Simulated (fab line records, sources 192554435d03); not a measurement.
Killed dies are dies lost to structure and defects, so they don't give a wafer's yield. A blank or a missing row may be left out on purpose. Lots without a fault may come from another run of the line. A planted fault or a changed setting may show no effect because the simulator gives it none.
Which tool did it? | flow n5_finfet | 10 lots, 30 wafers sampled, at 2 steps of a route of 1938

WHAT THE GAUGES READ, wafer by wafer
N5_FIN_CUT_INSPECT_10: inspects for defects (brightfield). Usual: raw_defect_count 40, standard deviation 9.8.
lot  | measured    | on                | raw_defect_count | flag
L127 | day 2 09:43 | defect_inspect-02 | 34 48 50         |
L128 | day 2 15:57 | defect_inspect-02 | 40 46 36         |
L134 | day 4 05:29 | defect_inspect-02 | 43 30 44         |
L139 | day 5 08:58 | defect_inspect-02 | 39 42 26         |
L140 | day 5 14:09 | defect_inspect-01 | 26 20 19         |
L141 | day 5 20:20 | defect_inspect-01 | 33 50 31         |
L145 | day 6 22:09 | defect_inspect-02 | 51 47 51         |
L146 | day 7 02:52 | defect_inspect-01 | 41 54 47         |
L147 | day 7 08:32 | defect_inspect-02 | 45 47 43         |
L148 | day 7 15:29 | defect_inspect-02 | 56 45 36         |

WHICH TOOL RAN EACH LOT (tool, then ch and the chambers of the sampled wafers, then the start)
lot  | N5_FIN_SAQP_STRIP_77
L127 | rie_diel-05 ch 0,2, day 2 08:52
L128 | rie_diel-05 ch 0,3, day 2 14:58
L134 | rie_diel-01 ch 2,3, day 4 04:31
L139 | rie_diel-03 ch 0,1,3, day 5 08:00
L140 | rie_diel-05 ch 1,2,3, day 5 13:11
L141 | rie_diel-01 ch 2,3, day 5 19:30
L145 | rie_diel-01 ch 1,3, day 6 21:11
L146 | rie_diel-03 ch 1,2,3, day 7 01:54
L147 | rie_diel-03 ch 2,3, day 7 07:35
L148 | rie_diel-03 ch 2,3, day 7 14:39
- N5_FIN_SAQP_STRIP_77: strips in N2/H2, time 90 s.

WHAT THE TOOLS THEMSELVES READ (means of the sampled wafers that have a number; where no wafer has one, the mark that the record gives instead)
N5_FIN_SAQP_STRIP_77. Usual: bias_power_w 2.999 W, standard deviation 0.0094; chamber_pressure_mTorr 99.99 mTorr, standard deviation 0.1; drypump_motor_current_A 5.7 A, standard deviation 0.37; oes_product_au 0.79 a.u., standard deviation 0.11; rf_vpp_V 45.2 V, standard deviation 0.88; showerhead_plenum_p_Torr 3.37 Torr, standard deviation 0.15; throttle_valve_pct 12.25 %, standard deviation 0.26.
lot  | tool        | bias_power_w (W) | chamber_pressure_mTorr (mTorr) | drypump_motor_current_A (A) | oes_product_au (a.u.) | rf_vpp_V (V) | showerhead_plenum_p_Torr (Torr) | throttle_valve_pct (%) | flag
L127 | rie_diel-05 | 2.996            | 100.01                         | 5.6                         | 0.92                  | 45.2         | 3.44                            | 12.03                  |
L128 | rie_diel-05 | 2.998            | 99.98                          | 5.5                         | 0.80                  | 44.8         | 3.28                            | 12.43                  |
L134 | rie_diel-01 | 2.996            | 100.10                         | 5.6                         | 0.69                  | 45.4         | 3.27                            | 12.38                  |
L139 | rie_diel-03 | 3.009            | 100.08                         | 5.8                         | 0.78                  | 45.3         | 3.39                            | 12.13                  |
L140 | rie_diel-05 | 2.994            | 99.92                          | 5.6                         | 0.76                  | 45.1         | 3.46                            | 12.32                  |
L141 | rie_diel-01 | 3.000            | 100.02                         | 5.6                         | 0.77                  | 45.2         | 3.39                            | 12.20                  |
L145 | rie_diel-01 | 2.991            | 99.99                          | 6.3                         | 0.91                  | 44.7         | 3.49                            | 12.08                  |
L146 | rie_diel-03 | 2.993            | 100.05                         | 5.9                         | 0.77                  | 45.7         | 3.39                            | 12.23                  |
L147 | rie_diel-03 | 3.003            | 99.99                          | 6.2                         | 0.71                  | 45.8         | 3.30                            | 12.19                  |
L148 | rie_diel-03 | 2.994            | 100.00                         | 6.2                         | 0.71                  | 45.4         | 3.30                            | 12.19                  |

THE ANSWER, worked out from the rows above alone
Rule: a lot is off if the mean of its wafers that have a number lies more than 3 standard deviations from the usual mean. A lot without any number at a reading at which 4 lots or more have one is off too. The other lots that the step has rows for count as sound. The gauges are gone through in route order, then the tools' own readings, and for those a lot's mean is taken as printed above. The first step at which some lot is off is used, and at that step the reading that is off furthest; a lot without a number counts as furthest.
No lot is off at any reading shown: from this, nothing can be told.

WHAT THE SIMULATOR HAD PUT IN
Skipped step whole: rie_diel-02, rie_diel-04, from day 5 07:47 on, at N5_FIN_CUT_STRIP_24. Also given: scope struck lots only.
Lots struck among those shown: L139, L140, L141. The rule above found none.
